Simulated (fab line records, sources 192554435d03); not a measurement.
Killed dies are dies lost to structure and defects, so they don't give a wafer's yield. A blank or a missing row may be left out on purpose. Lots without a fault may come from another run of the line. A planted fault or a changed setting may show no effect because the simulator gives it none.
Chamber matching | flow n5_finfet | N5_BEOL_M14_ETCH_68 on rie_diel-03: 4 sister chambers
The step etches SOC in N2/H2, time 450 s. 4 wafers are shown with their chamber, then 9 later ones without.

WAFERS WITH THEIR CHAMBER
wafer  | chamber | drypump_motor_current_A (A)
L082.5 | 3       | 6.0
L088.1 | 1       | 6.1
L088.3 | 2       | 5.6
L088.5 | 0       | 5.4

WAFERS WITHOUT THEIR CHAMBER
wafer  | drypump_motor_current_A (A)
L089.1 | 6.0
L089.2 | 5.6
L089.6 | 6.0
L092.1 | 6.0
L092.3 | 6.1
L092.4 | 5.4
L096.1 | 5.6
L096.5 | 5.5
L096.6 | 6.1

WHICH CHAMBER EACH WENT THROUGH
wafer  | from the rows above     | in truth
L089.1 | 3                       | 3
L089.2 | 2                       | 2
L089.6 | 3                       | 3
L092.1 | 3                       | 3
L092.3 | 1                       | 1
L092.4 | 0                       | 0
L096.1 | 2                       | 2
L096.5 | can't be placed: 0 or 2 | 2
L096.6 | 1                       | 1
Placed correctly: 8 of 9. Can't be placed from these rows: 1 (the true chamber is among the candidates in 1). Placed wrongly: 0.
How it was worked out, from the rows above alone: a wafer's distance from a chamber is the root of the sum, over the readings, of the square of ((its reading less the chamber's mean) divided by the reading's scatter). The wafer belongs to the nearest chamber; if the next one is less than 2 further off, it can't be placed. A chamber's mean is the mean of its shown wafers. The scatter: with one shown wafer a chamber, the root of the mean of the squares of how far each hidden wafer lies from its nearest shown one.
